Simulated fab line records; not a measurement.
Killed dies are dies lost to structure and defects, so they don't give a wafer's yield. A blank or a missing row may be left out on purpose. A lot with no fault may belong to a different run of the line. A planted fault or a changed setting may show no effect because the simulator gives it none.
3 desks looking at one fault	flow n5Finfet	what lay behind the numbers comes last; until then each desk has only its own
Where a reading is given only as a bound, like >300, the bound stands for it, and a mean or a difference that rests on one is marked > or <: the true number lies beyond.

## THE DEFECT DESK
Inspection counts along the route, by lot: the mean over sampled wafers that carry a number. The brackets show how far a lot's mean lies from the usual mean; more than 4 standard deviations puts the lot out of limits, marked OUT.
Columns: A = rawDefectCount at N5_DUMMY_GATE_INSPECT_27, usual 316; B = rawDefectCount at N5_SD_EPI_N_INSPECT_11, usual 2.3
lot	first seen here	A	B
L527	day 3 01:10	408	3.3
L530	day 3 17:58	373	2.7
L534	day 4 19:41	340	2.7
L540	day 6 04:11	654	>102 (>+62) OUT
L546	day 7 19:54	322	3.0
L548	day 8 12:47	301	1.3
L550	day 8 17:28	282	1.7
L549	day 8 18:19	258	2.0
This desk's finding: out of limits on L540; first on L540, day 6 06:16 (rawDefectCount at N5_SD_EPI_N_INSPECT_11). Within limits: L527, L530, L534, L546, L548, L550, L549.

## DESK OF THE TOOL OWNER: rieDiel-02
The tool's own readings at N5_DUMMY_GATE_STRIP_40 (strips in CF4): means of the sampled wafers that have a number, for each lot that ran on this tool. The brackets show how far a lot's mean lies from the usual mean; more than 4 standard deviations puts the lot out of limits, marked OUT.
Columns: A = drypumpMotorCurrentA at N5_DUMMY_GATE_STRIP_40, usual 5.5 A; B = oesProductAu at N5_DUMMY_GATE_STRIP_40, usual 0.77 a.u.; C = rfVppV at N5_DUMMY_GATE_STRIP_40, usual 271.8 V; D = showerheadPlenumPTorr at N5_DUMMY_GATE_STRIP_40, usual 1.82 Torr; E = throttleValvePct at N5_DUMMY_GATE_STRIP_40, usual 13.70 %
lot	first seen here	A	B	C	D	E
L530	day 3 17:08	5.8	0.82	271.2	1.79	13.72
L540	day 6 03:21	5.7	0.81	271.2	1.84	13.63
L550	day 8 16:38	5.7	0.80	272.5	1.86	13.58
L549	day 8 17:29	5.8	0.79	270.9	1.83	13.68
Result from this desk: across the 4 lots, nothing is out of limits.

## METROLOGY DESK
Means of the sampled wafers that have a number, per lot and without regard to the tool the lot ran on: this is what the gauges read. The brackets show how far a lot's mean lies from the usual mean; more than 4 standard deviations puts the lot out of limits, marked OUT. Only the readings that lie furthest out on some lot appear, 7 of the 11 it has.
Columns: A = cdNm at N5_SD_EPI_N_CD_MEAS_09, usual 120.1 nm; B = DIBL_N at N5_BEOL_M4_RC_MEAS_101, usual 36.1 mV/V; C = DIBL_P at N5_BEOL_M4_RC_MEAS_101, usual 35.7 mV/V; D = IOFF_N at N5_BEOL_M4_RC_MEAS_101, usual 0.159 nA/um; E = ION_N at N5_BEOL_M4_RC_MEAS_101, usual 673 uA/um; F = ION_P at N5_BEOL_M4_RC_MEAS_101, usual 462 uA/um; G = VT_P at N5_BEOL_M4_RC_MEAS_101, usual -250 mV
lot	first seen here	A	B	C	D	E	F	G
L527	day 3 02:03	119.7	33.4	33.7	0.125	662	462	-249
L530	day 3 18:58	119.9	35.3	32.8	0.159	682	476	-246
L534	day 4 20:52	119.8	37.3	35.2	0.157	674	460	-250
L540	day 6 06:13	119.4	36.3	37.2	0.154	672	467	-247
L546	day 7 22:46	119.2	36.3	33.5	0.143	660	452	-254
L548	day 8 14:50	119.9	36.2	35.9	0.173	676	460	-251
L550	day 8 19:30	120.4	37.4	35.8	0.160	675	472	-248
L549	day 8 20:24	119.7	35.5	35.1	0.165	675	470	-244
Result from this desk: across the 8 lots, nothing is out of limits.

## PUT TOGETHER
The defect desk could have raised an alarm at day 6 06:16, on L540.
The desk of the tool owner found nothing out of limits.
Nothing out of limits was seen by the metrology desk.
The tool owner's desk has L540 on record, within its limits.
The metrology desk has L540 on record, within its limits.
On rieDiel-02, each named lot ran N5_DUMMY_GATE_STRIP_40.

## WHAT HAD BEEN PUT IN BY THE SIMULATOR
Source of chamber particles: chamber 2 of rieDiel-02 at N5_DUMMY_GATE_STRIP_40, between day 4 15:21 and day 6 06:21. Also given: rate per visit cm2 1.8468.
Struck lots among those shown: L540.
Hours from the fault's start to each desk's first reading out of limits: the defect desk, 39.
